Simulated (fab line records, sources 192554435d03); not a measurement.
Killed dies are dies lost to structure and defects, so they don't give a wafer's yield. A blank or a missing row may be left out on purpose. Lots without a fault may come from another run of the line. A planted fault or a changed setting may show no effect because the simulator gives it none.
Which tool did it? | flow n5_finfet | 9 lots, 24 wafers sampled, at 5 steps of a route of 1938

WHAT THE GAUGES READ, wafer by wafer
N5_BEOL_M4_RC_MEAS_101. Usual: DIBL_N 35.8 mV/V, standard deviation 1.5; DIBL_P 35.9 mV/V, standard deviation 1.8; IOFF_N 0.152 nA/um, standard deviation 0.025; IOFF_P 0.21 nA/um, standard deviation 0.031; ION_N 672 uA/um, standard deviation 11; ION_P 462 uA/um, standard deviation 7.4; SS_N 71.5 mV/dec, standard deviation 0.52; SS_P 73.2 mV/dec, standard deviation 0.54; VT_N 250 mV, standard deviation 3; VT_P -250 mV, standard deviation 3.3.
lot  | measured     | on        | DIBL_N (mV/V)  | DIBL_P (mV/V)  | IOFF_N (nA/um)    | IOFF_P (nA/um) | ION_N (uA/um) | ION_P (uA/um) | SS_N (mV/dec)  | SS_P (mV/dec)  | VT_N (mV)   | VT_P (mV)      | flag
L337 | day 8 10:41  | prober-01 | 34.4 37.0 36.8 | 31.2 34.5 34.3 | 0.096 0.137 0.137 | 0.13 0.18 0.18 | 655 672 669   | 449 458 458   | 70.5 71.1 71.2 | 72.3 73.2 73.1 | 261 253 251 | -260 -254 -255 |
L338 | day 9 07:46  | prober-01 | 33.9 34.9 34.1 | 34.8 35.9 35.4 | 0.122 0.143 0.125 | 0.16 0.17 0.16 | 670 674 665   | 457 452 459   | 70.9 70.7 71.5 | 72.9 73.0 72.6 | 250 251 251 | -254 -252 -256 |
L339 | day 9 10:22  | prober-02 | 36.1 36.7 36.1 | 34.1 34.2 35.3 | 0.143 0.153 0.155 | 0.20 0.20 0.22 | 678 659 664   | 465 449 461   | 71.3 71.6 70.4 | 73.3 73.1 73.9 | 251 249 248 | -249 -247 -247 |
L340 | day 10 03:01 | prober-02 | 36.8 37.5      | 38.6 38.5      | 0.155 0.170       | 0.19 0.20      | 678 676       | 459 463       | 71.0 70.9      | 73.4 73.9      | 252 251     | -252 -254      |
L342 | day 9 23:46  | prober-02 | 34.6 36.3      | 34.5 36.1      | 0.115 0.146       | 0.15 0.18      | 652 669       | 449 463       | 71.6 71.1      | 72.3 72.7      | 256 252     | -255 -253      |
L343 | day 10 14:59 | prober-01 | 35.9 36.2 35.8 | 35.9 36.9 36.0 | 0.158 0.169 0.161 | 0.21 0.23 0.21 | 673 684 685   | 464 469 466   | 71.3 71.0 70.9 | 72.6 73.7 73.8 | 248 248 248 | -245 -248 -251 |
L345 | day 11 00:23 | prober-02 | 36.5 35.9      | 35.2 34.6      | 0.167 0.151       | 0.21 0.20      | 681 670       | 466 462       | 72.1 70.9      | 72.9 73.4      | 251 250     | -246 -248      |
L346 | day 10 20:46 | prober-01 | 37.1 34.2 35.5 | 37.8 34.8 36.5 | 0.177 0.128 0.145 | 0.23 0.18 0.20 | 667 677 672   | 458 467 459   | 71.3 71.8 71.3 | 74.7 73.7 74.1 | 248 252 251 | -248 -250 -253 |
L354 | day 13 01:29 | prober-01 | 34.0 33.5 34.8 | 34.4 34.2 36.0 | 0.141 0.127 0.159 | 0.21 0.20 0.24 | 664 648 689   | 463 457 473   | 72.0 70.8 71.4 | 73.1 72.4 73.4 | 252 253 249 | -247 -247 -246 |

WHICH TOOL RAN EACH LOT (tool, then ch and the chambers of the sampled wafers, then the start)
lot  | N5_FIN_SAQP_FIN_ETCH_36         | N5_FIN_CUT_DESCUM_13              | N5_FIN_CUT_ETCH_30                | N5_FIN_CUT_CUT_ETCH_26
L337 | rie_si-04 ch 1,2,3, day 2 20:37 | rie_diel-05 ch 1,2,3, day 2 21:17 | rie_diel-05 ch 1,2,3, day 2 21:20 | rie_diel-05 ch 1,2,3, day 2 21:44
L338 | rie_si-04 ch 0,1, day 3 03:15   | rie_diel-06 ch 0,1, day 3 04:05   | rie_diel-06 ch 0,1, day 3 04:07   | rie_diel-06 ch 0,1, day 3 04:32
L339 | rie_si-04 ch 0,1,3, day 3 11:37 | rie_diel-01 ch 0,3, day 3 12:18   | rie_diel-01 ch 0,3, day 3 12:20   | rie_diel-01 ch 0,3, day 3 12:44
L340 | rie_si-02 ch 2,3, day 3 17:08   | rie_diel-06 ch 2,3, day 3 17:47   | rie_diel-06 ch 2,3, day 3 17:49   | rie_diel-06 ch 2,3, day 3 18:14
L342 | rie_si-02 ch 2,3, day 4 03:26   | rie_diel-06 ch 0,2, day 4 04:07   | rie_diel-06 ch 0,2, day 4 04:08   | rie_diel-06 ch 0,2, day 4 04:32
L343 | rie_si-04 ch 0,2,3, day 4 08:31 | rie_diel-06 ch 0,1,2, day 4 09:14 | rie_diel-06 ch 0,1,2, day 4 09:16 | rie_diel-06 ch 0,1,2, day 4 09:40
L345 | rie_si-04 ch 0,1, day 4 21:00   | rie_diel-05 ch 2,3, day 4 21:41   | rie_diel-05 ch 2,3, day 4 21:43   | rie_diel-05 ch 2,3, day 4 22:07
L346 | rie_si-04 ch 0,2,3, day 5 04:23 | rie_diel-06 ch 0,1,3, day 5 05:04 | rie_diel-06 ch 0,1,3, day 5 05:05 | rie_diel-06 ch 0,1,3, day 5 05:30
L354 | rie_si-02 ch 0,2,3, day 7 02:55 | rie_diel-06 ch 2,3, day 7 03:43   | rie_diel-06 ch 2,3, day 7 03:45   | rie_diel-06 ch 2,3, day 7 04:10
- N5_FIN_SAQP_FIN_ETCH_36: etches the open film in HBr/Cl2/O2, target depth 120 nm, time 50.4 s.
- N5_FIN_CUT_DESCUM_13: chemistry O2, time 7 s.
- N5_FIN_CUT_ETCH_30: etches underlayer in N2/H2, target depth 13 nm, time 10.4 s.
- N5_FIN_CUT_CUT_ETCH_26: etches SiNx in CH3F/O2, target depth 39 nm, time 55.7 s.

WHAT THE TOOLS THEMSELVES READ (means of the sampled wafers that have a number; where no wafer has one, the mark that the record gives instead)
N5_FIN_SAQP_FIN_ETCH_36. Usual: drypump_motor_current_A 5.7 A, standard deviation 0.42; oes_product_au 0.998 a.u., standard deviation 0.022; throttle_valve_pct 36.0 %, standard deviation 0.37.
lot  | tool      | drypump_motor_current_A (A) | oes_product_au (a.u.) | throttle_valve_pct (%) | flag
L337 | rie_si-04 | 5.9                         | 0.992                 | 36.0                   |
L338 | rie_si-04 | 5.9                         | 0.977                 | 36.2                   |
L339 | rie_si-04 | 5.9                         | 0.984                 | 35.9                   |
L340 | rie_si-02 | 5.3                         | 1.015                 | 35.9                   |
L342 | rie_si-02 | 5.2                         | 1.017                 | 35.9                   |
L343 | rie_si-04 | 6.0                         | 0.985                 | 36.1                   |
L345 | rie_si-04 | 5.9                         | 0.970                 | 36.2                   |
L346 | rie_si-04 | 6.0                         | 0.993                 | 36.1                   |
L354 | rie_si-02 | 5.3                         | 1.001                 | 36.0                   |

N5_FIN_CUT_DESCUM_13. Usual: drypump_motor_current_A 5.58 A, standard deviation 0.28; oes_product_au 0.77 a.u., standard deviation 0.073; rf_vpp_V 243.7 V, standard deviation 1.1; showerhead_plenum_p_Torr 2.12 Torr, standard deviation 0.046; throttle_valve_pct 20.42 %, standard deviation 0.22.
lot  | tool        | drypump_motor_current_A (A) | oes_product_au (a.u.) | rf_vpp_V (V) | showerhead_plenum_p_Torr (Torr) | throttle_valve_pct (%) | flag
L337 | rie_diel-05 | 5.47                        | 0.83                  | 243.3        | 2.12                            | 20.33                  |
L338 | rie_diel-06 | 5.65                        | 0.74                  | 245.0        | 2.16                            | 20.31                  |
L339 | rie_diel-01 | 5.98                        | 0.71                  | 243.7        | 2.17                            | 20.58                  |
L340 | rie_diel-06 | 5.44                        | 0.82                  | 243.6        | 2.08                            | 20.44                  |
L342 | rie_diel-06 | 5.70                        | 0.75                  | 243.5        | 2.13                            | 20.38                  |
L343 | rie_diel-06 | 5.56                        | 0.73                  | 244.4        | 2.14                            | 20.41                  |
L345 | rie_diel-05 | 5.55                        | 0.80                  | 242.3        | 2.10                            | 20.45                  |
L346 | rie_diel-06 | 5.49                        | 0.77                  | 243.8        | 2.11                            | 20.36                  |
L354 | rie_diel-06 | 5.38                        | 0.82                  | 243.0        | 2.06                            | 20.44                  |

N5_FIN_CUT_ETCH_30. Usual: drypump_motor_current_A 5.59 A, standard deviation 0.28; etch_rf_on_time_s 10.45 s, standard deviation 0.27; oes_product_au 0.65 a.u., standard deviation 0.065; rf_vpp_V 524.8 V, standard deviation 1.8; showerhead_plenum_p_Torr 2.58 Torr, standard deviation 0.058; throttle_valve_pct 17.91 %, standard deviation 0.18.
lot  | tool        | drypump_motor_current_A (A) | etch_rf_on_time_s (s) | oes_product_au (a.u.) | rf_vpp_V (V) | showerhead_plenum_p_Torr (Torr) | throttle_valve_pct (%) | flag
L337 | rie_diel-05 | 5.46                        | 10.22                 | 0.72                  | 525.4        | 2.57                            | 17.82                  |
L338 | rie_diel-06 | 5.64                        | 10.77                 | 0.62                  | 527.4        | 2.64                            | 17.87                  |
L339 | rie_diel-01 | 5.98                        | 10.58                 | 0.61                  | 526.2        | 2.64                            | 18.09                  |
L340 | rie_diel-06 | 5.45                        | 10.43                 | 0.70                  | 522.5        | 2.52                            | 17.89                  |
L342 | rie_diel-06 | 5.71                        | 10.71                 | 0.63                  | 524.9        | 2.60                            | 17.92                  |
L343 | rie_diel-06 | 5.57                        | 10.62                 | 0.61                  | 524.6        | 2.60                            | 17.90                  |
L345 | rie_diel-05 | 5.56                        | 10.29                 | 0.70                  | 523.8        | 2.56                            | 17.91                  |
L346 | rie_diel-06 | 5.45                        | 10.65                 | 0.65                  | 525.5        | 2.58                            | 17.88                  |
L354 | rie_diel-06 | 5.40                        | 10.28                 | 0.70                  | 523.0        | 2.50                            | 17.95                  |

N5_FIN_CUT_CUT_ETCH_26. Usual: drypump_motor_current_A 5.58 A, standard deviation 0.28; oes_product_au 0.77 a.u., standard deviation 0.076; rf_vpp_V 296 V, standard deviation 4.5; showerhead_plenum_p_Torr 2.03 Torr, standard deviation 0.048; throttle_valve_pct 16.37 %, standard deviation 0.18.
lot  | tool        | drypump_motor_current_A (A) | oes_product_au (a.u.) | rf_vpp_V (V) | showerhead_plenum_p_Torr (Torr) | throttle_valve_pct (%) | flag
L337 | rie_diel-05 | 5.46                        | 0.85                  | 301          | 2.02                            | 16.24                  |
L338 | rie_diel-06 | 5.65                        | 0.73                  | 294          | 2.08                            | 16.38                  |
L339 | rie_diel-01 | 5.96                        | 0.71                  | 297          | 2.05                            | 16.42                  |
L340 | rie_diel-06 | 5.42                        | 0.82                  | 292          | 1.98                            | 16.34                  |
L342 | rie_diel-06 | 5.70                        | 0.74                  | 293          | 2.04                            | 16.41                  |
L343 | rie_diel-06 | 5.57                        | 0.72                  | 294          | 2.05                            | 16.45                  |
L345 | rie_diel-05 | 5.55                        | 0.81                  | 299          | 2.01                            | 16.41                  |
L346 | rie_diel-06 | 5.46                        | 0.77                  | 294          | 2.03                            | 16.36                  |
L354 | rie_diel-06 | 5.39                        | 0.93                  | 292          | 1.96                            | 16.37                  |

THE ANSWER, worked out from the rows above alone
Rule: a lot is off if the mean of its wafers that have a number lies more than 3 standard deviations from the usual mean. A lot without any number at a reading at which 4 lots or more have one is off too. The other lots that the step has rows for count as sound. The gauges are gone through in route order, then the tools' own readings, and for those a lot's mean is taken as printed above. The first step at which some lot is off is used, and at that step the reading that is off furthest; a lot without a number counts as furthest.
No lot is off at any reading shown: from this, nothing can be told.

WHAT THE SIMULATOR HAD PUT IN
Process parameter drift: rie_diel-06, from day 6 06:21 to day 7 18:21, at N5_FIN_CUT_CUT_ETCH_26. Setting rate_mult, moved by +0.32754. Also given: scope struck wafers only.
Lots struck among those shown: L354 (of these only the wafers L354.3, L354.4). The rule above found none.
